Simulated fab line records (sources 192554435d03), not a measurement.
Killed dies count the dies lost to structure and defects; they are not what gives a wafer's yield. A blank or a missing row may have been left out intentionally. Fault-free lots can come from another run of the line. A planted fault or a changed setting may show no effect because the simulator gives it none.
One fault seen from 2 desks | flow n5_finfet | every desk sees just its own numbers, and what lay behind them comes last

## FOR THE TOOL OWNER'S DESK: pecvd-02
The tool's own readings at N5_BEOL_M5_ILD_DEP_00 (deposits SiCOH lowk from DEMS/porogen, target thk 140.64 nm, time 25.9 s): means of the sampled wafers that have a number, for each lot that ran on this tool. The brackets show how far a lot's mean lies from the usual mean; more than 4 standard deviations puts the lot out of limits, marked OUT.
Columns: A = heater_power_w at N5_BEOL_M5_ILD_DEP_00, usual 332 W; B = showerhead_plenum_p_Torr at N5_BEOL_M5_ILD_DEP_00, usual 5.733 Torr; C = throttle_valve_pct at N5_BEOL_M5_ILD_DEP_00, usual 14.1 %
lot  | first seen here | A   | B     | C
L259 | day 8 06:12     | 251 | 5.736 | 14.6
L264 | day 9 10:31     | 247 | 5.730 | 14.6
L265 | day 9 14:43     | 243 | 5.718 | 14.7
L268 | day 9 23:49     | 278 | 5.728 | 14.6
L273 | day 12 00:21    | 277 | 5.721 | 14.2
This desk's verdict: no lot among the 5 shows anything out of limits.

## THE METROLOGY DESK
Lot by lot, what the gauges showed, no matter which tool ran the lot: averages of those sampled wafers that carry a number. The brackets show how far a lot's mean lies from the usual mean; more than 4 standard deviations puts the lot out of limits, marked OUT. Of its 11 readings 7 are shown: the one that was out of limits first, and those that lie furthest out on some lot.
Columns: A = DIBL_N at N5_BEOL_M4_RC_MEAS_101, usual 36.3 mV/V; B = IOFF_N at N5_BEOL_M4_RC_MEAS_101, usual 0.157 nA/um; C = IOFF_P at N5_BEOL_M4_RC_MEAS_101, usual 0.206 nA/um; D = ION_P at N5_BEOL_M4_RC_MEAS_101, usual 461 uA/um; E = SS_N at N5_BEOL_M4_RC_MEAS_101, usual 71.5 mV/dec; F = VT_P at N5_BEOL_M4_RC_MEAS_101, usual -250.6 mV; G = M5_ILD_THK at N5_BEOL_M5_THK_MEAS_01, usual 120.9 nm
lot  | first seen here | A    | B     | C     | D   | E    | F      | G
L259 | day 8 05:33     | 35.8 | 0.145 | 0.190 | 463 | 70.7 | -251.6 | 121.1
L260 | day 8 10:10     | 36.6 | 0.152 | 0.209 | 457 | 72.0 | -251.4 | 120.1
L264 | day 9 09:32     | 38.4 | 0.178 | 0.222 | 467 | 71.8 | -249.2 | 121.6
L265 | day 9 13:46     | 36.5 | 0.191 | 0.251 | 464 | 72.0 | -247.4 | 119.2
L267 | day 9 19:16     | 36.0 | 0.158 | 0.190 | 455 | 71.6 | -251.9 | 122.2
L268 | day 9 23:08     | 36.3 | 0.140 | 0.185 | 457 | 71.8 | -251.6 | 101.3 (-12) OUT
L273 | day 11 23:32    | 36.3 | 0.145 | 0.220 | 463 | 71.5 | -247.2 | 100.3 (-12) OUT
L276 | day 12 07:06    | 37.2 | 0.170 | 0.243 | 472 | 72.3 | -245.9 | 122.3
L277 | day 12 17:07    | 36.3 | 0.133 | 0.166 | 453 | 71.4 | -255.3 | 118.8
L280 | day 13 13:49    | 35.6 | 0.144 | 0.188 | 458 | 71.5 | -252.5 | 119.4
Per this desk, out of limits: L268, L273; the first was L268, day 10 00:23 (M5_ILD_THK at N5_BEOL_M5_THK_MEAS_01). In limits: L259, L260, L264, L265, L267, L276, L277, L280.

## PUT TOGETHER
At day 10 00:23 the metrology desk could have sounded an alarm, on L268, L273.
Nothing out of limits was seen by the tool owner's desk.
The tool owner's desk has L268, L273 on record, within its limits.
Every lot named ran N5_BEOL_M5_ILD_DEP_00 on pecvd-02.

## WHAT THE SIMULATOR PUT IN
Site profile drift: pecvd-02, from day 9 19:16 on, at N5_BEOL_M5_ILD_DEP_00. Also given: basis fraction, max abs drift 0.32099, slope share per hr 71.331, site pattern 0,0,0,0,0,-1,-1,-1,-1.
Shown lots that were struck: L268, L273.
Hours from the fault's start to each desk's first reading out of limits: the metrology desk, 5.
